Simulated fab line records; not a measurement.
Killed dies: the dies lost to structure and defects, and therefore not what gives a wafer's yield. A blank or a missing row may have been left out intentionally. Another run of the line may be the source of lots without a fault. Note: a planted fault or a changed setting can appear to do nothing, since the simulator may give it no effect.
One fault through the eyes of 2 desks | flow n5-finfet | every desk sees just its own numbers, and what lay behind them comes last

== AT THE TOOL OWNER'S DESK: pecvd-04 ==
The tool's own readings at N5_BEOL_M0_SAQP_PECVD_00 (deposits SiCN from 3MS/NH3, target thk 8 nm, time 14 s): means of the sampled wafers that have a number, for each lot that ran on this tool. Marked OUT: a lot whose mean sits more than 4 standard deviations from the usual mean, which makes it out of limits; the brackets give that distance.
Columns: A = rf-fwd-power-W at N5_BEOL_M0_SAQP_PECVD_00, usual 198.3 W; B = showerhead-plenum-p-Torr at N5_BEOL_M0_SAQP_PECVD_00, usual 3.675 Torr; C = throttle-valve-pct at N5_BEOL_M0_SAQP_PECVD_00, usual 9.1 %
lot  | first seen here | A     | B     | C
L241 | day 6 08:41     | 199.7 | 3.672 | 9.1
L247 | day 7 22:11     | -     | 3.669 | 9.4
L250 | day 8 16:14     | -     | 3.661 | 9.4
This desk found nothing out of limits on any of the 3 lots.

== THE METROLOGY DESK ==
What the gauges read for every lot (on any tool): the sampled wafers with a number, averaged. Marked OUT: a lot whose mean sits more than 4 standard deviations from the usual mean, which makes it out of limits; the brackets give that distance. 7 of its 10 readings are shown, namely those furthest out on some lot.
Columns: A = IOFF_N at N5_BEOL_M4_RC_MEAS_101, usual 0.16 nA/um; B = IOFF_P at N5_BEOL_M4_RC_MEAS_101, usual 0.22 nA/um; C = ION_N at N5_BEOL_M4_RC_MEAS_101, usual 677 uA/um; D = ION_P at N5_BEOL_M4_RC_MEAS_101, usual 466 uA/um; E = SS_N at N5_BEOL_M4_RC_MEAS_101, usual 71.5 mV/dec; F = VT_N at N5_BEOL_M4_RC_MEAS_101, usual 249 mV; G = VT_P at N5_BEOL_M4_RC_MEAS_101, usual -248.9 mV
lot  | first seen here | A    | B    | C   | D   | E    | F   | G
L241 | day 9 15:13     | 0.16 | 0.22 | 694 | 474 | 71.1 | 250 | -247.2
L247 | day 10 20:57    | 0.16 | 0.21 | 677 | 466 | 71.5 | 250 | -251.1
L250 | day 12 00:03    | 0.17 | 0.24 | 674 | 470 | 72.3 | 249 | -248.9
L256 | day 12 20:19    | 0.12 | 0.17 | 657 | 455 | 71.4 | 253 | -253.5
This desk found nothing out of limits on any of the 4 lots.

== BROUGHT TOGETHER ==
The desk of the tool owner found nothing out of limits.
The metrology desk saw nothing out of limits.

== WHAT THE SIMULATOR PUT IN ==
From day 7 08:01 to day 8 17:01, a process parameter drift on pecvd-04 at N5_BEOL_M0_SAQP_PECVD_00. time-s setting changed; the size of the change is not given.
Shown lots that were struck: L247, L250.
